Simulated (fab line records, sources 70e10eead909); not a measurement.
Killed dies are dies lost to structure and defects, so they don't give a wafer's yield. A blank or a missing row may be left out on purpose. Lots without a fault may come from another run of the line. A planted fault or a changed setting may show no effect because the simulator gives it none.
Which tool did it? | flow nand_harc | 13 lots, 39 wafers sampled, at 6 steps of a route of 1302

WHAT THE GAUGES READ, wafer by wafer
NHARC_P_M0_INSPECT_27.
lot  | measured     | on                | raw_defect_count
L508 | day 7 04:06  | defect_inspect-02 | 197 162 183
L509 | day 7 10:40  | defect_inspect-01 | 340 230 287
L510 | day 7 23:07  | defect_inspect-01 | 341 245 291
L511 | day 8 10:03  | defect_inspect-01 | 425 478 459
L512 | day 8 12:13  | defect_inspect-01 | 225 181 248
L514 | day 9 11:30  | defect_inspect-02 | 238 94 215
L515 | day 10 00:34 | defect_inspect-02 | 446 409 162
L519 | day 11 13:47 | defect_inspect-01 | 157 204 253
L520 | day 12 12:31 | defect_inspect-01 | 207 328 350
L522 | day 13 06:12 | defect_inspect-02 | 634 339 631
L523 | day 13 12:38 | defect_inspect-02 | 546 665 327
L524 | day 13 13:19 | defect_inspect-02 | 305 580 454
L529 | day 15 22:29 | defect_inspect-01 | 180 179 326

NHARC_P_M1_CD_MEAS_09: target cd 130 nm.
lot  | measured     | on        | cd_nm (nm)
L508 | day 7 05:30  | cd_sem-02 | 127.9 128.9 127.8
L509 | day 7 12:04  | cd_sem-03 | 129.0 127.3 128.2
L510 | day 8 00:31  | cd_sem-03 | 130.1 131.3 130.9
L511 | day 8 11:35  | cd_sem-03 | 129.8 129.8 129.7
L512 | day 8 13:47  | cd_sem-03 | 130.0 130.8 129.1
L514 | day 9 12:55  | cd_sem-03 | 128.5 128.9 127.9
L515 | day 10 01:58 | cd_sem-02 | 126.9 128.1 129.3
L519 | day 11 15:21 | cd_sem-03 | 129.7 130.9 130.4
L520 | day 12 13:55 | cd_sem-02 | 144.8 144.1 146.4
L522 | day 13 07:35 | cd_sem-03 | 144.2 144.1 143.8
L523 | day 13 13:55 | cd_sem-02 | 128.9 128.5 129.3
L524 | day 13 14:43 | cd_sem-01 | 131.1 129.6 130.6
L529 | day 15 23:52 | cd_sem-01 | 130.6 131.6 129.7

NHARC_END_SORT_01.
lot  | measured     | on        | defect_limited_yield (%) | killed_at_array | killed_at_other | killed_at_periphery | killed_dies | killed_open | killed_short
L520 | day 31 13:51 | prober-02 | 87.7                     | 83              | 0               | 0                   | 83          | 2           | 6

WHICH TOOL RAN EACH LOT (tool, then ch and the chambers of the sampled wafers, then the start)
lot  | NHARC_P_M0_PRE_CLEAN_29                 | NHARC_P_M0_DEP_32               | NHARC_P_M1_PEB_07
L508 | pvd_sputter-03, day 7 04:06 or earlier  | pecvd-02 ch 0,2, day 7 04:15    | litho_track-06 ch 0, day 7 05:25
L509 | pvd_sputter-01, day 7 10:40 or earlier  | pecvd-01 ch 0,1, day 7 10:49    | litho_track-06 ch 0, day 7 11:59
L510 | pvd_sputter-03, day 7 23:07 or earlier  | pecvd-01 ch 0,1,2, day 7 23:21  | litho_track-01 ch 0, day 8 00:26
L511 | pvd_sputter-02, day 8 10:03 or earlier  | pecvd-04 ch 0,1, day 8 10:11    | litho_track-04 ch 0, day 8 11:30
L512 | pvd_sputter-01, day 8 12:13 or earlier  | pecvd-01 ch 0,1, day 8 12:28    | litho_track-04 ch 0, day 8 13:42
L514 | pvd_sputter-03, day 9 11:30 or earlier  | pecvd-01 ch 1,2, day 9 11:39    | litho_track-06 ch 0, day 9 12:50
L515 | pvd_sputter-02, day 10 00:34 or earlier | pecvd-02 ch 0,1,2, day 10 00:46 | litho_track-06 ch 0, day 10 01:53
L519 | pvd_sputter-03, day 11 13:47 or earlier | pecvd-01 ch 0,2, day 11 13:59   | litho_track-01 ch 0, day 11 15:16
L520 | pvd_sputter-02, day 12 12:31 or earlier | pecvd-01 ch 0,2, day 12 12:40   | litho_track-06 ch 0, day 12 13:50
L522 | pvd_sputter-02, day 13 06:12 or earlier | pecvd-04 ch 0,1, day 13 06:23   | litho_track-06 ch 0, day 13 07:31
L523 | pvd_sputter-01, day 13 12:38 or earlier | pecvd-01 ch 0,1,2, day 13 12:55 | litho_track-04 ch 0, day 13 13:50
L524 | pvd_sputter-02, day 13 13:19 or earlier | pecvd-01 ch 0,1,2, day 13 13:35 | litho_track-01 ch 0, day 13 14:38
L529 | pvd_sputter-02, day 15 22:29 or earlier | pecvd-01 ch 0,1,2, day 15 22:40 | litho_track-01 ch 0, day 15 23:47
- NHARC_P_M0_PRE_CLEAN_29: time 30 s.
- NHARC_P_M0_DEP_32: deposits SiCN, target thk 30 nm.
- NHARC_P_M1_PEB_07: peb time 65 s.

WHAT THE TOOLS THEMSELVES READ (means of the sampled wafers that have a number; where no wafer has one, the mark that the record gives instead)
NHARC_P_M0_PRE_CLEAN_29.
lot  | tool           | heater_power_w (W)
L508 | pvd_sputter-03 | 412
L509 | pvd_sputter-01 | 402
L510 | pvd_sputter-03 | 440
L511 | pvd_sputter-02 | 417
L512 | pvd_sputter-01 | 349
L514 | pvd_sputter-03 | 419
L515 | pvd_sputter-02 | 420
L519 | pvd_sputter-03 | 420
L520 | pvd_sputter-02 | 401
L522 | pvd_sputter-02 | 445
L523 | pvd_sputter-01 | 376
L524 | pvd_sputter-02 | 427
L529 | pvd_sputter-02 | 417

NHARC_P_M0_DEP_32.
lot  | tool     | heater_power_w (W)
L508 | pecvd-02 | 602
L509 | pecvd-01 | 464
L510 | pecvd-01 | 589
L511 | pecvd-04 | 618
L512 | pecvd-01 | 515
L514 | pecvd-01 | 626
L515 | pecvd-02 | 549
L519 | pecvd-01 | 583
L520 | pecvd-01 | 617
L522 | pecvd-04 | 594
L523 | pecvd-01 | 576
L524 | pecvd-01 | 609
L529 | pecvd-01 | 582

NHARC_P_M1_PEB_07.
lot  | tool           | chill_plate_temp_C (C) | plate_temp_C (C)
L508 | litho_track-06 | 23.03                  | 99.87
L509 | litho_track-06 | 22.98                  | 99.91
L510 | litho_track-01 | 22.97                  | 99.89
L511 | litho_track-04 | 23.06                  | 99.82
L512 | litho_track-04 | 22.92                  | 99.97
L514 | litho_track-06 | 23.09                  | 99.91
L515 | litho_track-06 | 23.02                  | 100.00
L519 | litho_track-01 | 22.93                  | 99.95
L520 | litho_track-06 | 23.13                  | 100.13
L522 | litho_track-06 | 22.97                  | 100.09
L523 | litho_track-04 | 23.17                  | 99.91
L524 | litho_track-01 | 22.97                  | 100.03
L529 | litho_track-01 | 23.24                  | 100.11

THE ANSWER, worked out from the rows above alone
Rule: what is usual is taken from the lots themselves. Put in order of their means at a reading, lots are off if they are a third of the lots or fewer, leave a main group of 4 or more, and stand apart from it by a gap of 3 or more times the standard deviation of the main group's means; of several such gaps the widest counts. A main group whose means are all the same, to the digits that the tables above print for the reading, isn't used. A lot without any number at a reading at which 4 lots or more have one is off too. The other lots that the step has rows for count as sound. The gauges are gone through in route order, then the tools' own readings, and for those a lot's mean is taken as printed above. The first step at which some lot is off is used, and at that step the reading that is off furthest; a lot without a number counts as furthest.
Off: L520, L522, at NHARC_P_M1_CD_MEAS_09 (cd_nm). The main group: mean 129.4 nm, standard deviation 1.
A tool fits if, at a process step before that reading, it ran every lot that is off, and no sound lot after the first of them. The gauges at NHARC_P_M1_CD_MEAS_09 are tried like those tools. NHARC_P_M0_PRE_CLEAN_29 gives no start for some lots, so the hours and the order of its lots are those of NHARC_P_M0_INSPECT_27. One fits: litho_track-06 at NHARC_P_M1_PEB_07. Its last sound lot is L515 (day 10 01:53), its first lot that is off L520 (day 12 13:50): a fault that began between those two fits.

WHAT THE SIMULATOR HAD PUT IN
Process parameter drift: litho_track-06, from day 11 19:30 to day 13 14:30, at NHARC_P_M1_PEB_07. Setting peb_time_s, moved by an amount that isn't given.
Lots struck among those shown: L520, L522. The rule above found the same.
